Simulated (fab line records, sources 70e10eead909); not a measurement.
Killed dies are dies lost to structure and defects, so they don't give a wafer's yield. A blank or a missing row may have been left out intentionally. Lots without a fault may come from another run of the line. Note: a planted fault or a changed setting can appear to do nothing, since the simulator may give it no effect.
fab line records -- flow nand_harc
record lots=6, wafers=18, last_day=32
route steps=1302 shown A_ONON_D1@430 END@1302
lots that met no fault: taken from a fault-free run of the same line
start_h: start of the lot's first displayed wafer, in hours after the record's first day -- wait_h: hours from the lot's prior step to this one -- " repeats the value in the row above -- L1.1+2: a row that stands for several wafers -- - no value, or no start was given -- * or withheld: withheld -- < > ~ a bound
route shown NAME@n: a module of which the file shows steps, and the number in the route of the first -- usual: average and standard deviation across the fault-free wafers -- same: alike in all rows -- chamber/n: place in a boat -- sites: each site's reading -- _std_site: the values' standard deviation -- _edge_site: outer sites' mean less inner sites' -- radius_mm: for every site, how far away it sits from the centre of the wafer -- mask NAME#n: copy n -- behind: the tool/chamber that last shaped the wafer -- hold: cause of the lot's hold/its duration in hours/its outcome -- device: whichever transistor did not switch (one of n, p or np) -- end of line: tests run on the same wafers once the route is complete -- a step with no rows: only its recipe -- killed: dies lost to structure and defects at the first sort, not the wafer's yield -- map: dies across one wafer; x = killed, . = not, _ = none there
set.NAME: the setting as run; set.NAME@STEP: as run at that earlier step -- model.NAME: the simulator's own value behind a step, which no gauge read
lots at selected steps of the route; one table per step, one row per wafer
services: a tool's chamber out of use, with start hour (start_h, from the record's first day; less than 0 if before it), hours out, and reason
## steps
# step NHARC_A_ONON_D1_DEP_09
# recipe target_thk_a=10000, n2_flow_sccm=2750, n2o_flow_sccm=2000, nh3_flow_sccm=500, sih4_flow_sccm=210, temp_c=400
# step NHARC_A_ONON_D1_THK_MEAS_11
# recipe thk_meas_gauge=ellipsometry
# usual thk_nm=999/7.8
lot.wafer,tool,chamber,start_h,wait_h,thk_nm
L894.2,film_metro-01,-,178.10,-,1002
L894.4,film_metro-01,-,178.10,-,1003
L894.6,film_metro-01,-,178.10,-,1004
L904.1,film_metro-02,-,269.26,-,992
L904.2,film_metro-02,-,269.26,-,992
L904.3,film_metro-02,-,269.26,-,991
L906.3,film_metro-01,-,288.76,-,1000
L906.4,film_metro-01,-,288.76,-,1000
L906.5,film_metro-01,-,288.76,-,999
L911.3,film_metro-01,-,336.96,-,1000
L911.5,film_metro-01,-,336.96,-,1000
L911.6,film_metro-01,-,336.96,-,1001
L912.1,film_metro-01,-,356.20,-,999
L912.2,film_metro-01,-,356.20,-,998
L912.3,film_metro-01,-,356.20,-,999
L914.3,film_metro-01,-,372.34,-,1006
L914.4,film_metro-01,-,372.34,-,1005
L914.5,film_metro-01,-,372.34,-,1004
# step NHARC_A_ONON_D1_DEP_12
# recipe target_thk_a=10000, n2_flow_sccm=2750, n2o_flow_sccm=2000, nh3_flow_sccm=500, sih4_flow_sccm=210, temp_c=400
# step NHARC_A_ONON_D1_THK_MEAS_14
# recipe thk_meas_gauge=ellipsometry
# usual thk_nm=1002/10
lot.wafer,tool,chamber,start_h,wait_h,thk_nm
L894.2,film_metro-02,-,178.67,-,1009
L894.4,film_metro-02,-,178.67,-,1008
L894.6,film_metro-02,-,178.67,-,1007
L904.1,film_metro-02,-,269.83,-,1009
L904.2,film_metro-02,-,269.83,-,1010
L904.3,film_metro-02,-,269.83,-,1009
L906.3,film_metro-01,-,289.33,-,1006
L906.4,film_metro-01,-,289.33,-,1009
L906.5,film_metro-01,-,289.33,-,1006
L911.3,film_metro-02,-,337.53,-,1007
L911.5,film_metro-02,-,337.53,-,1005
L911.6,film_metro-02,-,337.53,-,1005
L912.1,film_metro-01,-,356.77,-,985
L912.2,film_metro-01,-,356.77,-,988
L912.3,film_metro-01,-,356.77,-,987
L914.3,film_metro-01,-,372.91,-,1019
L914.4,film_metro-01,-,372.91,-,1018
L914.5,film_metro-01,-,372.91,-,1015
# step NHARC_A_ONON_D1_ANNEAL_15
# recipe temp_c=750, time_s=3600
# step NHARC_A_ONON_D1_DEP_16
# recipe target_thk_a=10000, n2_flow_sccm=2750, n2o_flow_sccm=2000, nh3_flow_sccm=500, sih4_flow_sccm=210, temp_c=400
# step NHARC_A_ONON_D1_THK_MEAS_18
# recipe thk_meas_gauge=ellipsometry
# usual thk_nm=1000/6.8
lot.wafer,tool,chamber,start_h,wait_h,thk_nm
L894.2,film_metro-01,-,187.05,-,1004
L894.4,film_metro-01,-,187.05,-,1004
L894.6,film_metro-01,-,187.05,-,1004
L904.1,film_metro-02,-,279.80,-,989
L904.2,film_metro-02,-,279.80,-,991
L904.3,film_metro-02,-,279.80,-,991
L906.3,film_metro-02,-,297.95,-,1005
L906.4,film_metro-02,-,297.95,-,1004
L906.5,film_metro-02,-,297.95,-,1007
L911.3,film_metro-01,-,349.09,-,1009
L911.5,film_metro-01,-,349.09,-,1009
L911.6,film_metro-01,-,349.09,-,1007
L912.1,film_metro-01,-,366.23,-,1003
L912.2,film_metro-01,-,366.23,-,1003
L912.3,film_metro-01,-,366.23,-,1001
L914.3,film_metro-01,-,378.14,-,999
L914.4,film_metro-01,-,378.14,-,997
L914.5,film_metro-01,-,378.14,-,998
# step NHARC_A_ONON_D1_DEP_19
# recipe target_thk_a=10000, n2_flow_sccm=2750, n2o_flow_sccm=2000, nh3_flow_sccm=500, sih4_flow_sccm=210, temp_c=400
# step NHARC_A_ONON_D1_THK_MEAS_21
# recipe thk_meas_gauge=ellipsometry
# usual thk_nm=1000/9.7
lot.wafer,tool,chamber,start_h,wait_h,thk_nm
L894.2,film_metro-02,-,187.61,-,994
L894.4,film_metro-02,-,187.61,-,995
L894.6,film_metro-02,-,187.61,-,996
L904.1,film_metro-01,-,280.36,-,1005
L904.2,film_metro-01,-,280.36,-,1005
L904.3,film_metro-01,-,280.36,-,1004
L906.3,film_metro-02,-,298.53,-,996
L906.4,film_metro-02,-,298.53,-,994
L906.5,film_metro-02,-,298.53,-,994
L911.3,film_metro-02,-,349.65,-,992
L911.5,film_metro-02,-,349.65,-,994
L911.6,film_metro-02,-,349.65,-,991
L912.1,film_metro-02,-,366.80,-,989
L912.2,film_metro-02,-,366.80,-,991
L912.3,film_metro-02,-,366.80,-,990
L914.3,film_metro-01,-,378.71,-,994
L914.4,film_metro-01,-,378.71,-,994
L914.5,film_metro-01,-,378.71,-,992
# step NHARC_A_ONON_D1_DEP_22
# recipe target_thk_a=10000, n2_flow_sccm=2750, n2o_flow_sccm=2000, nh3_flow_sccm=500, sih4_flow_sccm=210, temp_c=400
# step NHARC_A_ONON_D1_THK_MEAS_24
# recipe thk_meas_gauge=ellipsometry
# usual thk_nm=1002/7.7
lot.wafer,tool,chamber,start_h,wait_h,thk_nm
L894.2,film_metro-01,-,188.17,-,1001
L894.4,film_metro-01,-,188.17,-,1000
L894.6,film_metro-01,-,188.17,-,1000
L904.1,film_metro-01,-,280.93,-,997
L904.2,film_metro-01,-,280.93,-,996
L904.3,film_metro-01,-,280.93,-,997
L906.3,film_metro-02,-,299.10,-,994
L906.4,film_metro-02,-,299.10,-,992
L906.5,film_metro-02,-,299.10,-,993
L911.3,film_metro-02,-,350.22,-,1003
L911.5,film_metro-02,-,350.22,-,1003
L911.6,film_metro-02,-,350.22,-,1003
L912.1,film_metro-01,-,367.36,-,996
L912.2,film_metro-01,-,367.36,-,996
L912.3,film_metro-01,-,367.36,-,994
L914.3,film_metro-01,-,379.27,-,1005
L914.4,film_metro-01,-,379.27,-,1007
L914.5,film_metro-01,-,379.27,-,1007
# step NHARC_A_ONON_D1_DEP_25
# recipe target_thk_a=10000, n2_flow_sccm=2750, n2o_flow_sccm=2000, nh3_flow_sccm=500, sih4_flow_sccm=210, temp_c=400
lot.wafer,tool,chamber,start_h,wait_h
L894.2+4+6,pecvd_onon-03,0,188.29,0.1
L904.1+2+3,pecvd_onon-03,0,280.99,0.1
L906.3+4+5,pecvd_onon-03,0,299.27,0.2
L911.3+5+6,pecvd_onon-04,0,350.39,0.2
L912.1+2+3,pecvd_onon-01,0,367.41,0.1
L914.3+4+5,pecvd_onon-04,0,379.44,0.2
# step NHARC_A_ONON_D1_THK_MEAS_27
# recipe thk_meas_gauge=ellipsometry
# usual thk_nm=996/8.2
lot.wafer,tool,chamber,start_h,wait_h,hold,thk_nm
L894.2,film_metro-01,-,188.74,-,-,992
L894.4,film_metro-01,-,188.74,-,-,990
L894.6,film_metro-01,-,188.74,-,-,991
L904.1,film_metro-02,-,281.50,-,await_dispo/0.2h/release,980
L904.2,film_metro-02,-,281.50,-,await_dispo/0.2h/release,767
L904.3,film_metro-02,-,281.50,-,await_dispo/0.2h/release,982
L904.1,film_metro-02,-,281.67,0.2,-,982
L904.2,film_metro-02,-,281.67,0.2,-,766
L904.3,film_metro-02,-,281.67,0.2,-,982
L906.3,film_metro-01,-,299.66,-,await_dispo/0.2h/release,997
L906.4,film_metro-01,-,299.66,-,await_dispo/0.2h/release,782
L906.5,film_metro-01,-,299.66,-,await_dispo/0.2h/release,997
L906.3,film_metro-01,-,299.83,0.2,-,996
L906.4,film_metro-01,-,299.83,0.2,-,782
L906.5,film_metro-01,-,299.83,0.2,-,997
L911.3,film_metro-01,-,350.79,-,-,992
L911.5,film_metro-01,-,350.79,-,-,990
L911.6,film_metro-01,-,350.79,-,-,992
L912.1,film_metro-02,-,367.92,-,-,983
L912.2,film_metro-02,-,367.92,-,-,983
L912.3,film_metro-02,-,367.92,-,-,984
L914.3,film_metro-01,-,379.84,-,-,984
L914.4,film_metro-01,-,379.84,-,-,985
L914.5,film_metro-01,-,379.84,-,-,984
# step NHARC_END_SORT_01
# recipe temp_c=25
# usual killed_at_array=59/19, killed_at_other=1.0/1.1, killed_at_periphery=3.8/2.4, killed_dies=64/19, killed_open=3.3/2, killed_short=2.4/1.6
# same gross_dies=677
lot.wafer,tool,chamber,start_h,wait_h,killed_at_array,killed_at_other,killed_at_periphery,killed_dies,killed_open,killed_short
L904.1,prober-01,0,677.65,2.5,52,1,7,60,3,2
L906.3,prober-01,0,692.82,3.1,51,0,3,54,4,5
L906.4,prober-01,0,693.62,3.4,59,1,3,63,1,5
L906.5,prober-01,0,694.42,3.7,70,2,6,78,6,4
L911.3,prober-02,0,747.04,3.1,35,0,6,41,5,5
L911.5,prober-02,0,748.65,3.7,37,0,3,40,5,8
L911.6,prober-02,0,749.45,4.0,27,2,0,29,3,2
L912.3,prober-02,0,754.94,3.1,25,0,6,31,2,2
# killed by level:class
L904.1 A_CHANNEL_HOLE_D1:chamber_film_flake=32 A_CHANNEL_HOLE_D2:chamber_film_flake=14 P_GATE:chamber_film_flake=3 P_BONDPAD:chamber_film_flake=2 A_CHANNEL_FILL_D2:geometric_particle:open=1 A_CHANNEL_FILL_D2:geometric_particle:short=1 A_SGD_CUT:geometric_particle:open=1 A_WL_FILL:geometric_particle:open=1
L906.3 A_CHANNEL_HOLE_D1:chamber_film_flake=29 A_CHANNEL_HOLE_D2:chamber_film_flake=5 A_STAIRCASE:chamber_film_flake=5 A_CONTACT:chamber_film_flake=3 P_M0:geometric_particle:open=1 P_M0:geometric_particle:short=1 A_SOURCE_PLATE:geometric_particle:short=1 A_ONON_D1:geometric_particle:short=1
L906.4 A_CHANNEL_HOLE_D1:chamber_film_flake=28 A_CHANNEL_HOLE_D2:chamber_film_flake=13 A_CONTACT:chamber_film_flake=5 A_STAIRCASE:chamber_film_flake=4 A_SLIT:chamber_film_flake=3 P_M0:geometric_particle:short=2 A_ONON_D1:geometric_particle:short=1 A_DECK1_JOINT:geometric_particle:short=1
L906.5 A_CHANNEL_HOLE_D1:chamber_film_flake=39 A_CHANNEL_HOLE_D2:chamber_film_flake=15 A_CONTACT:chamber_film_flake=7 P_GATE:geometric_particle:open=3 A_M1:geometric_particle:short=3 P_M0:geometric_particle:open=2 THIN_TSV:chamber_film_flake=2 A_SOURCE_PLATE:geometric_particle:open=1
L911.3 A_CHANNEL_HOLE_D1:chamber_film_flake=13 A_CONTACT:chamber_film_flake=6 A_SLIT:chamber_film_flake=5 P_GATE:chamber_film_flake=2 P_M0:geometric_particle:short=1 P_M1:geometric_particle:open=1 A_ONON_D1:geometric_particle:short=1 A_ONON_D1:geometric_particle:open=1
L911.5 A_CHANNEL_HOLE_D1:chamber_film_flake=12 A_CONTACT:chamber_film_flake=5 A_SLIT:chamber_film_flake=3 A_CHANNEL_FILL_D2:geometric_particle:short=2 A_M0:geometric_particle:short=2 A_DECK1_JOINT:chamber_film_flake=2 A_BLC:chamber_film_flake=2 P_M0:geometric_particle:short=1
L911.6 A_SLIT:chamber_film_flake=7 A_CHANNEL_HOLE_D1:chamber_film_flake=5 A_DECK1_JOINT:chamber_film_flake=3 A_CHANNEL_HOLE_D1:geometric_particle:short=2 A_WL_FILL:chamber_film_flake=2 A_CONTACT:chamber_film_flake=2 THIN_TSV:chamber_film_flake=2 A_CHANNEL_HOLE_D1:geometric_particle:open=1
L912.3 A_CHANNEL_HOLE_D1:chamber_film_flake=10 A_SLIT:chamber_film_flake=6 A_CHANNEL_HOLE_D2:chamber_film_flake=5 P_GATE:chamber_film_flake=3 A_WL_FILL:geometric_particle:short=2 P_BONDPAD:chamber_film_flake=2 P_GATE:geometric_particle:open=1 A_CONTACT:geometric_particle:open=1
## services
tool,chamber,start_h,hours,kind
pecvd_onon-03,-,227.00,13.0,pm
pecvd_onon-01,-,269.67,13.0,pm
pecvd_onon-04,-,311.00,13.0,pm
## key
first_sign step=NHARC_A_ONON_D1_THK_MEAS_27, reading=visit, direction=added
effect step=NHARC_A_ONON_D1_THK_MEAS_27, reading=thk_nm, direction=down, sigmas=27, usual=996, struck=775
met_at NHARC_A_ONON_D1_DEP_25
struck_wafers L904.2,L906.4
tester_left_out L904,L906
onset_between 188.29 280.99
fault kind=process_parameter_drift, tool=pecvd_onon-03, chamber=-, onset_h=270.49, steps=NHARC_A_ONON_D1_DEP_25, channel=target_thk_a, offset=*, shape=step, end_h=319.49, scope=struck_wafers_only, acts_in=*, stated=*
# tester_left_out: of these lots the tester's yield and bins aren't shown, on N5 and GAA mostly nor the transistor test; their killed dies are dies lost to structure and defects alone, not to doping, threshold or leakage, so they don't give the yield
